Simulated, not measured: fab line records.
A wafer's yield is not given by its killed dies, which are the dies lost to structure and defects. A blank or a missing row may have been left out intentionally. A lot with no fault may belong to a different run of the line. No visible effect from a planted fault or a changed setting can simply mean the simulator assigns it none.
Matching of chambers + flow n5 finfet + 4 sister chambers for N5_BEOL_M6_CMP_52 on cmp-01
The step polishes, stops on SiCOH lowk, t overpolish 6.9 s, target thk 80 nm. 18 wafers are shown with their chamber, then 8 later ones without.

== EACH WAFER AND ITS CHAMBER ==
| wafer  | chamber | motor current A (A) | time to endpoint s (s) | barrier field endpoint s (s) |
|--------|---------|---------------------|------------------------|------------------------------|
| L076.1 | 0       | 6.3                 | 58                     | 27.0                         |
| L076.3 | 2       | 4.8                 | 64                     | 28.1                         |
| L076.6 | 1       | 6.2                 | 59                     | 28.2                         |
| L081.1 | 2       | 4.5                 | 68                     | 29.8                         |
| L081.2 | 0       | 6.2                 | 59                     | 27.7                         |
| L081.4 | 1       | 6.1                 | 60                     | 28.6                         |
| L079.1 | 1       | 6.2                 | 59                     | 28.2                         |
| L079.5 | 1       | 6.0                 | 57                     | 28.5                         |
| L079.6 | 0       | 6.3                 | 57                     | 28.3                         |
| L087.2 | 0       | 6.0                 | 60                     | 29.0                         |
| L087.5 | 1       | 6.3                 | 63                     | 29.4                         |
| L087.6 | 2       | 4.6                 | 66                     | 29.5                         |
| L092.1 | 2       | 4.9                 | 65                     | 28.1                         |
| L092.5 | 1       | 5.9                 | 68                     | 29.2                         |
| L094.2 | 0       | 6.1                 | 60                     | 29.4                         |
| L094.3 | 2       | 4.6                 | 66                     | 30.5                         |
| L094.6 | 3       | 5.9                 | 63                     | 29.7                         |
| L095.2 | 3       | 5.9                 | 65                     | 28.8                         |

SIGNATURES (averages over the wafers above)
| reading                  | chamber 0 | chamber 1 | chamber 2 | chamber 3 | scatter within a chamber |
|--------------------------|-----------|-----------|-----------|-----------|--------------------------|
| motor current A          | 6.180     | 6.117     | 4.680     | 5.900     | 0.143                    |
| time to endpoint s       | 58.80     | 61.00     | 65.80     | 64.00     | 2.61                     |
| barrier field endpoint s | 28.280    | 28.683    | 29.200    | 29.250    | 0.845                    |
Rule: a wafer's distance from a chamber is the root of the sum, over the readings, of the square of ((its reading less the chamber's mean) divided by the reading's scatter). If the next closest chamber is less than 2 further off than the closest, the wafer can't be placed; otherwise it belongs to the closest. The scatter: the root of (the sum of the squares of (reading less its chamber's mean) over the shown wafers, divided by (wafers less chambers)).

== WAFERS WITH NO CHAMBER GIVEN ==
| wafer  | motor current A (A) | time to endpoint s (s) | barrier field endpoint s (s) |
|--------|---------------------|------------------------|------------------------------|
| L095.5 | 5.8                 | 68                     | 30.1                         |
| L095.6 | 4.7                 | 70                     | 30.4                         |
| L097.2 | 5.8                 | 62                     | 28.6                         |
| L097.3 | 6.1                 | 61                     | 29.0                         |
| L097.6 | 6.4                 | 55                     | 27.5                         |
| L096.4 | 5.6                 | 63                     | 28.4                         |
| L096.5 | 4.5                 | 66                     | 29.7                         |
| L096.6 | 6.2                 | 63                     | 29.0                         |

== THE CHAMBER EACH PASSED THROUGH ==
| wafer  | from the rows above          | in truth |
|--------|------------------------------|----------|
| L095.5 | can't be placed: 3 or 1      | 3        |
| L095.6 | 2                            | 2        |
| L097.2 | can't be placed: 3 or 1 or 0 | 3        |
| L097.3 | can't be placed: 1 or 0 or 3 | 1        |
| L097.6 | can't be placed: 0 or 1      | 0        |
| L096.4 | can't be placed: 3 or 1      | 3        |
| L096.5 | 2                            | 2        |
| L096.6 | can't be placed: 1 or 0 or 3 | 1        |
Correctly placed: 2 of 8. These rows do not allow placing 6 (true chamber among the candidates in 6). Wrongly placed: 0.
